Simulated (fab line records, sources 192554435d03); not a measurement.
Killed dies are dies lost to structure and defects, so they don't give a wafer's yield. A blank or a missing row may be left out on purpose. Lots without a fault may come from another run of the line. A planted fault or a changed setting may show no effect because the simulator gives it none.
Chamber matching | flow n5_finfet | N5_SD_EPI_P_ETCH_36 on rie_diel-02: 4 sister chambers
The step etches SiARC in CF4, target depth 45.5 nm, time 75.8 s. 8 wafers are shown with their chamber, then 7 later ones without.

WAFERS WITH THEIR CHAMBER
wafer  | chamber | showerhead_plenum_p_Torr (Torr) | drypump_motor_current_A (A)
L081.2 | 2       | 2.03                            | 5.0
L082.1 | 1       | 2.02                            | 5.6
L082.2 | 0       | 2.23                            | 5.2
L084.1 | 3       | 2.24                            | 5.5
L084.3 | 0       | 2.23                            | 5.1
L084.6 | 2       | 2.03                            | 5.0
L088.1 | 1       | 2.01                            | 5.6
L088.2 | 3       | 2.23                            | 5.5

WAFERS WITHOUT THEIR CHAMBER
wafer  | showerhead_plenum_p_Torr (Torr) | drypump_motor_current_A (A)
L088.5 | 2.01                            | 5.6
L091.2 | 2.23                            | 5.5
L091.3 | 2.22                            | 5.2
L091.4 | 2.22                            | 5.2
L093.2 | 2.23                            | 5.5
L093.4 | 2.29                            | 5.0
L093.6 | 2.22                            | 5.2

WHICH CHAMBER EACH WENT THROUGH
wafer  | from the rows above | in truth
L088.5 | 1                   | 1
L091.2 | 3                   | 3
L091.3 | 0                   | 0
L091.4 | 0                   | 0
L093.2 | 3                   | 3
L093.4 | 0                   | 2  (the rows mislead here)
L093.6 | 0                   | 0
Placed correctly: 6 of 7. Can't be placed from these rows: 0. Placed wrongly: 1.
How it was worked out, from the rows above alone: a wafer's distance from a chamber is the root of the sum, over the readings, of the square of ((its reading less the chamber's mean) divided by the reading's scatter). The wafer belongs to the nearest chamber; if the next one is less than 2 further off, it can't be placed. A chamber's mean is the mean of its shown wafers. The scatter: the root of (the sum of the squares of (reading less its chamber's mean) over the shown wafers, divided by (wafers less chambers)).
